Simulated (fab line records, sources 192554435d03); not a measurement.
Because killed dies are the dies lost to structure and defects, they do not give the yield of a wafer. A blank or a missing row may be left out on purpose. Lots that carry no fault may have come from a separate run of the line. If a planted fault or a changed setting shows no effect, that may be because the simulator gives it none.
Which tool is to blame? ; flow n5_finfet ; 24 lots, 72 wafers sampled, at 6 steps of a route of 1938

## WHAT EACH GAUGE READ, for each wafer
Not one reading of a measure or inspect step in the record can be checked against a usual standard deviation.

## TOOL THAT RAN EACH LOT (tool first, then ch and the chambers of the sampled wafers, then the start)
lot;N5_BEOL_M1_ANNEAL_91;N5_BEOL_M1_DEP_57;N5_BEOL_M2_ETCHBACK_99;N5_BEOL_M2_ALD_84;N5_BEOL_M2_SPUTTER_90;N5_BEOL_M3_ANNEAL_80
L074;pvd_sputter-03, day 6 04:44;pecvd-02 ch 1,2, day 6 06:38;rie_diel-01 ch 0,1,3, day 6 18:05;ald_metal-01 ch 1,2,3, day 6 19:18;pvd_sputter-02, day 6 21:02;pvd_sputter-01, day 7 02:53
L075;pvd_sputter-01, day 6 21:16;pecvd-03 ch 1,2, day 6 23:00;rie_diel-06 ch 0,1,3, day 7 06:46;ald_metal-02 ch 0,1,3, day 7 07:54;pvd_sputter-02, day 7 09:31;pvd_sputter-03, day 7 21:33
L076;pvd_sputter-03, day 7 00:01;pecvd-03 ch 1,2, day 7 01:34;rie_diel-03 ch 2,3, day 7 07:00;ald_metal-01 ch 1,3, day 7 08:01;pvd_sputter-03, day 7 09:44;pvd_sputter-03, day 7 19:43
L077;pvd_sputter-01, day 7 00:16;pecvd-04 ch 0,2, day 7 01:50;rie_diel-01 ch 2,3, day 7 07:06;ald_metal-02 ch 0,3, day 7 08:06;pvd_sputter-01, day 7 09:51;pvd_sputter-03, day 8 01:07
L078;pvd_sputter-02, day 7 00:28;pecvd-04 ch 1,2, day 7 02:02;rie_diel-06 ch 0,1,3, day 7 07:08;ald_metal-01 ch 0,1,2, day 7 08:13;pvd_sputter-02, day 7 11:26;pvd_sputter-01, day 8 02:39
L079;pvd_sputter-03, day 7 07:00;pecvd-03 ch 1,2, day 7 09:07;rie_diel-01 ch 0,2,3, day 7 16:25;ald_metal-04 ch 0,2,3, day 7 17:31;pvd_sputter-02, day 7 19:10;pvd_sputter-03, day 8 04:20
L081;pvd_sputter-02, day 7 22:17;pecvd-03 ch 0,1, day 7 23:50;rie_diel-01 ch 1,2,3, day 8 03:35;ald_metal-04 ch 1,2,3, day 8 06:16;pvd_sputter-01, day 8 07:55;pvd_sputter-01, day 8 14:53
L080;pvd_sputter-02, day 8 01:53;pecvd-02 ch 1,2, day 8 03:30;rie_diel-03 ch 1,2,3, day 8 07:42;ald_metal-01 ch 0,2,3, day 8 08:23;pvd_sputter-02, day 8 10:02;pvd_sputter-02, day 8 19:23
L082;pvd_sputter-02, day 8 07:25;pecvd-02 ch 0,1,2, day 8 09:01;rie_diel-03 ch 1,2,3, day 8 13:29;ald_metal-02 ch 0,3, day 8 14:21;pvd_sputter-01, day 8 17:37;pvd_sputter-02, day 9 05:15
L083;pvd_sputter-03, day 8 15:55;pecvd-02 ch 0,1,2, day 8 17:36;rie_diel-03 ch 1,2,3, day 9 05:43;ald_metal-02 ch 0,1,2, day 9 06:29;pvd_sputter-02, day 9 08:08;pvd_sputter-02, day 9 14:19
L084;pvd_sputter-01, day 8 20:28;pecvd-02 ch 1,2, day 8 22:02;rie_diel-03 ch 1,2, day 9 06:05;ald_metal-02 ch 0,3, day 9 06:52;pvd_sputter-03, day 9 08:26;pvd_sputter-02, day 9 21:28
L085;pvd_sputter-02, day 9 04:15;pecvd-03 ch 1,2, day 9 05:49;rie_diel-03 ch 0,1,2, day 9 08:47;ald_metal-01 ch 2,3, day 9 09:37;pvd_sputter-03, day 9 11:11;pvd_sputter-01, day 9 21:43
L086;pvd_sputter-01, day 9 11:34;pecvd-02 ch 0,2, day 9 13:15;rie_diel-01 ch 0,1, day 9 19:41;ald_metal-04 ch 1,2,3, day 9 20:44;pvd_sputter-03, day 9 22:29;pvd_sputter-01, day 10 04:52
L087;pvd_sputter-03, day 10 00:25;pecvd-03 ch 0,2, day 10 01:59;rie_diel-01 ch 1,3, day 10 06:47;ald_metal-02 ch 1,2,3, day 10 08:10;pvd_sputter-02, day 10 09:59;pvd_sputter-01, day 10 21:43
L088;pvd_sputter-03, day 10 03:27;pecvd-04 ch 0,1, day 10 05:14;rie_diel-03 ch 0,3, day 10 09:47;ald_metal-02 ch 1,2,3, day 10 10:44;pvd_sputter-03, day 10 12:37;pvd_sputter-01, day 11 01:24
L089;pvd_sputter-01, day 10 07:35;pecvd-02 ch 0,1,2, day 10 09:09;rie_diel-06 ch 0,1, day 10 11:27;ald_metal-04 ch 0,3, day 10 13:44;pvd_sputter-02, day 10 15:43;pvd_sputter-03, day 11 03:54
L090;pvd_sputter-01, day 10 11:07;pecvd-02 ch 1,2, day 10 12:42;rie_diel-03 ch 0,1,2, day 10 17:52;ald_metal-04 ch 0,2,3, day 10 19:08;pvd_sputter-01, day 10 20:41;pvd_sputter-02, day 11 04:52
L091;pvd_sputter-01, day 10 18:23;pecvd-04 ch 0,1,2, day 10 20:14;rie_diel-03 ch 0,2,3, day 11 02:26;ald_metal-04 ch 1,2, day 11 03:31;pvd_sputter-01, day 11 05:46;pvd_sputter-01, day 11 11:16
L092;pvd_sputter-03, day 10 20:47;pecvd-03 ch 0,1, day 10 22:28;rie_diel-01 ch 0,1,3, day 11 03:28;ald_metal-01 ch 1,2, day 11 04:19;pvd_sputter-03, day 11 06:47;pvd_sputter-03, day 11 13:58
L093;pvd_sputter-02, day 11 01:42;pecvd-02 ch 0,1,2, day 11 03:17;rie_diel-01 ch 1,2,3, day 11 06:31;ald_metal-01 ch 0,3, day 11 07:26;pvd_sputter-01, day 11 09:15;pvd_sputter-02, day 11 16:59
L094;pvd_sputter-02, day 11 08:47;pecvd-02 ch 0,1,2, day 11 10:25;rie_diel-06 ch 0,2, day 11 15:03;ald_metal-01 ch 0,1,3, day 11 16:07;pvd_sputter-03, day 11 18:37;pvd_sputter-01, day 12 11:50
L095;pvd_sputter-02, day 11 11:46;pecvd-03 ch 0,2, day 11 13:23;rie_diel-01 ch 2,3, day 11 18:57;ald_metal-01 ch 0,1,3, day 11 19:55;pvd_sputter-02, day 11 21:38;pvd_sputter-01, day 12 17:35
L096;pvd_sputter-02, day 11 23:55;pecvd-04 ch 1,2, day 12 01:31;rie_diel-03 ch 0,2, day 12 04:49;ald_metal-01 ch 0,3, day 12 06:17;pvd_sputter-03, day 12 08:00;pvd_sputter-01, day 12 20:46
L097;pvd_sputter-01, day 12 01:23;pecvd-04 ch 0,1,2, day 12 02:57;rie_diel-03 ch 1,3, day 12 08:45;ald_metal-04 ch 0,1, day 12 09:52;pvd_sputter-03, day 12 11:34;pvd_sputter-01, day 12 22:53
- N5_BEOL_M1_ANNEAL_91: time 240 s.
- N5_BEOL_M1_DEP_57: deposits SiCN from 3MS/NH3, target thk 8 nm, time 14 s.
- N5_BEOL_M2_ETCHBACK_99: etches SiO2 in CHF3, target depth 5 nm, time 10.4 s.
- N5_BEOL_M2_ALD_84: deposits TaN, pulse time 2 s, purge time 3 s, co reactant purge time 2 s.
- N5_BEOL_M2_SPUTTER_90: material Cu, target thk 4.5 nm, time 8.29 s.
- N5_BEOL_M3_ANNEAL_80: time 240 s.

## WHAT THE TOOLS THEMSELVES READ (means of the sampled wafers that have a number; where no wafer has one, the mark that the record gives instead)
N5_BEOL_M1_ANNEAL_91. Usual: 883 W for heater_power_w, sd 120.
lot;tool;heater_power_w (W);flag
L074;pvd_sputter-03;789;
L075;pvd_sputter-01;854;
L076;pvd_sputter-03;801;
L077;pvd_sputter-01;924;
L078;pvd_sputter-02;963;
L079;pvd_sputter-03;898;
L081;pvd_sputter-02;897;
L080;pvd_sputter-02;881;
L082;pvd_sputter-02;877;
L083;pvd_sputter-03;893;
L084;pvd_sputter-01;759;
L085;pvd_sputter-02;872;
L086;pvd_sputter-01;841;
L087;pvd_sputter-03;839;
L088;pvd_sputter-03;877;
L089;pvd_sputter-01;857;
L090;pvd_sputter-01;854;
L091;pvd_sputter-01;926;
L092;pvd_sputter-03;819;
L093;pvd_sputter-02;951;
L094;pvd_sputter-02;881;
L095;pvd_sputter-02;893;
L096;pvd_sputter-02;948;
L097;pvd_sputter-01;904;

N5_BEOL_M1_DEP_57. Usual: showerhead_plenum_p_Torr 3.665 Torr, standard deviation 0.012; throttle_valve_pct 9.0 %, standard deviation 0.45.
lot;tool;showerhead_plenum_p_Torr (Torr);throttle_valve_pct (%);flag
L074;pecvd-02;3.663;8.5;
L075;pecvd-03;3.672;8.8;
L076;pecvd-03;3.678;8.9;
L077;pecvd-04;3.664;9.5;
L078;pecvd-04;3.662;9.7;
L079;pecvd-03;3.673;9.0;
L081;pecvd-03;3.670;9.1;
L080;pecvd-02;3.664;8.5;
L082;pecvd-02;3.666;8.9;
L083;pecvd-02;3.668;8.9;
L084;pecvd-02;3.669;8.5;
L085;pecvd-03;3.671;9.2;
L086;pecvd-02;3.658;8.6;
L087;pecvd-03;3.658;9.1;
L088;pecvd-04;3.660;9.2;
L089;pecvd-02;3.666;9.0;
L090;pecvd-02;3.671;8.7;
L091;pecvd-04;3.662;8.7;
L092;pecvd-03;3.666;9.2;
L093;pecvd-02;3.670;8.9;
L094;pecvd-02;3.670;8.8;
L095;pecvd-03;3.668;9.0;
L096;pecvd-04;3.658;8.8;
L097;pecvd-04;3.657;8.9;

N5_BEOL_M2_ETCHBACK_99. Usual: drypump_motor_current_A 5.6 A, standard deviation 0.5; oes_product_au 0.79 a.u., standard deviation 0.086; rf_vpp_V 241 V, standard deviation 3; showerhead_plenum_p_Torr 2.15 Torr, standard deviation 0.075; throttle_valve_pct 17.09 %, standard deviation 0.25.
lot;tool;drypump_motor_current_A (A);oes_product_au (a.u.);rf_vpp_V (V);showerhead_plenum_p_Torr (Torr);throttle_valve_pct (%);flag
L074;rie_diel-01;5.9;0.77;241;2.17;17.05;
L075;rie_diel-06;5.1;0.79;242;2.16;16.99;
L076;rie_diel-03;5.8;0.88;242;2.15;17.07;
L077;rie_diel-01;5.6;0.81;240;2.27;17.15;
L078;rie_diel-06;5.1;0.79;241;2.16;16.99;
L079;rie_diel-01;5.8;0.79;241;2.22;17.11;
L081;rie_diel-01;5.8;0.87;239;2.22;16.97;
L080;rie_diel-03;5.5;0.82;242;2.11;17.01;
L082;rie_diel-03;5.5;0.81;242;2.11;17.03;
L083;rie_diel-03;5.5;0.81;242;2.11;17.03;
L084;rie_diel-03;5.5;0.73;241;2.06;17.15;
L085;rie_diel-03;5.7;0.73;241;2.12;17.13;
L086;rie_diel-01;5.7;0.85;237;2.11;16.97;
L087;rie_diel-01;6.0;0.88;239;2.16;16.81;
L088;rie_diel-03;6.0;0.83;242;2.20;17.11;
L089;rie_diel-06;5.2;0.74;238;2.20;17.25;
L090;rie_diel-03;5.6;0.72;241;2.12;17.15;
L091;rie_diel-03;6.0;0.75;242;2.15;17.22;
L092;rie_diel-01;5.9;0.81;240;2.16;16.96;
L093;rie_diel-01;5.8;0.83;238;2.21;17.02;
L094;rie_diel-06;5.1;0.75;241;2.11;17.21;
L095;rie_diel-01;5.6;0.78;240;2.26;17.22;
L096;rie_diel-03;6.1;0.68;241;2.15;17.33;
L097;rie_diel-03;5.5;0.84;242;2.15;16.96;

N5_BEOL_M2_ALD_84. Usual: 420 W for heater_power_w, sd 50.
lot;tool;heater_power_w (W);flag
L074;ald_metal-01;428;
L075;ald_metal-02;369;
L076;ald_metal-01;425;
L077;ald_metal-02;369;
L078;ald_metal-01;441;
L079;ald_metal-04;430;
L081;ald_metal-04;435;
L080;ald_metal-01;431;
L082;ald_metal-02;366;
L083;ald_metal-02;414;
L084;ald_metal-02;361;
L085;ald_metal-01;446;
L086;ald_metal-04;445;
L087;ald_metal-02;414;
L088;ald_metal-02;413;
L089;ald_metal-04;485;
L090;ald_metal-04;432;
L091;ald_metal-04;393;
L092;ald_metal-01;447;
L093;ald_metal-01;405;
L094;ald_metal-01;415;
L095;ald_metal-01;410;
L096;ald_metal-01;418;
L097;ald_metal-04;421;

N5_BEOL_M2_SPUTTER_90. Usual: 30.4 % for throttle_valve_pct, sd 0.85.
lot;tool;throttle_valve_pct (%);flag
L074;pvd_sputter-02;30.7;
L075;pvd_sputter-02;30.8;
L076;pvd_sputter-03;29.7;
L077;pvd_sputter-01;30.9;
L078;pvd_sputter-02;30.3;
L079;pvd_sputter-02;29.7;
L081;pvd_sputter-01;30.4;
L080;pvd_sputter-02;30.7;
L082;pvd_sputter-01;30.9;
L083;pvd_sputter-02;29.9;
L084;pvd_sputter-03;30.6;
L085;pvd_sputter-03;29.6;
L086;pvd_sputter-03;30.3;
L087;pvd_sputter-02;30.5;
L088;pvd_sputter-03;30.2;
L089;pvd_sputter-02;30.7;
L090;pvd_sputter-01;30.5;
L091;pvd_sputter-01;31.2;
L092;pvd_sputter-03;30.3;
L093;pvd_sputter-01;30.9;
L094;pvd_sputter-03;29.7;
L095;pvd_sputter-02;29.7;
L096;pvd_sputter-03;30.2;
L097;pvd_sputter-03;30.1;

N5_BEOL_M3_ANNEAL_80. Usual: 883 W for heater_power_w, sd 130.
lot;tool;heater_power_w (W);flag
L074;pvd_sputter-01;861;
L075;pvd_sputter-03;932;
L076;pvd_sputter-03;822;
L077;pvd_sputter-03;921;
L078;pvd_sputter-01;858;
L079;pvd_sputter-03;925;
L081;pvd_sputter-01;850;
L080;pvd_sputter-02;878;
L082;pvd_sputter-02;951;
L083;pvd_sputter-02;884;
L084;pvd_sputter-02;1020;
L085;pvd_sputter-01;839;
L086;pvd_sputter-01;849;
L087;pvd_sputter-01;851;
L088;pvd_sputter-01;866;
L089;pvd_sputter-03;862;
L090;pvd_sputter-02;972;
L091;pvd_sputter-01;801;
L092;pvd_sputter-03;897;
L093;pvd_sputter-02;806;
L094;pvd_sputter-01;902;
L095;pvd_sputter-01;995;
L096;pvd_sputter-01;914;
L097;pvd_sputter-01;850;

## THE ANSWER, worked out from the rows above alone
Rule: a lot is off if the mean of its wafers that have a number lies more than 3 standard deviations from the usual mean. A lot without any number at a reading at which 4 lots or more have one is off too. Where the step has rows for the other lots, those lots are counted as sound. First the gauges in route order, then the tools' own readings, where a lot's mean is used as printed above. At the first step where some lot is off, the reading lying furthest off is the one used; lots without a number count as furthest.
Across all readings shown, no lot is off: no conclusion can be drawn from this.

## WHAT HAD BEEN PUT IN BY THE SIMULATOR
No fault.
